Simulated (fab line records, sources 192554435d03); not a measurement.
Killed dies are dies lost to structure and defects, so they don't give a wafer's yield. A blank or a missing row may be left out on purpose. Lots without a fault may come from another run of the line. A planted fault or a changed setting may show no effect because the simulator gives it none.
Chamber matching | flow n5_finfet | N5_BEOL_M0_SAQP_PECVD_00 on pecvd-02: 3 sister chambers
The step deposits SiCN from 3MS/NH3, target thk 8 nm, time 14 s. 3 wafers are shown with their chamber, then 8 later ones without.

WAFERS WITH THEIR CHAMBER
wafer  | chamber | showerhead_vpp_V (V)
L080.2 | 0       | 942
L081.3 | 1       | 926
L084.1 | 2       | 816

WAFERS WITHOUT THEIR CHAMBER
wafer  | showerhead_vpp_V (V)
L084.2 | 926
L084.5 | 916
L087.2 | 910
L087.4 | 837
L087.6 | 831
L096.1 | 916
L096.4 | 917
L096.5 | 842

WHICH CHAMBER EACH WENT THROUGH
wafer  | from the rows above     | in truth
L084.2 | can't be placed: 1 or 0 | 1
L084.5 | can't be placed: 1 or 0 | 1
L087.2 | can't be placed: 1 or 0 | 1
L087.4 | 2                       | 2
L087.6 | 2                       | 2
L096.1 | can't be placed: 1 or 0 | 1
L096.4 | can't be placed: 1 or 0 | 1
L096.5 | 2                       | 2
Placed correctly: 3 of 8. Can't be placed from these rows: 5 (the true chamber is among the candidates in 5). Placed wrongly: 0.
How it was worked out, from the rows above alone: a wafer's distance from a chamber is the root of the sum, over the readings, of the square of ((its reading less the chamber's mean) divided by the reading's scatter). The wafer belongs to the nearest chamber; if the next one is less than 2 further off, it can't be placed. A chamber's mean is the mean of its shown wafers. The scatter: with one shown wafer a chamber, the root of the mean of the squares of how far each hidden wafer lies from its nearest shown one.
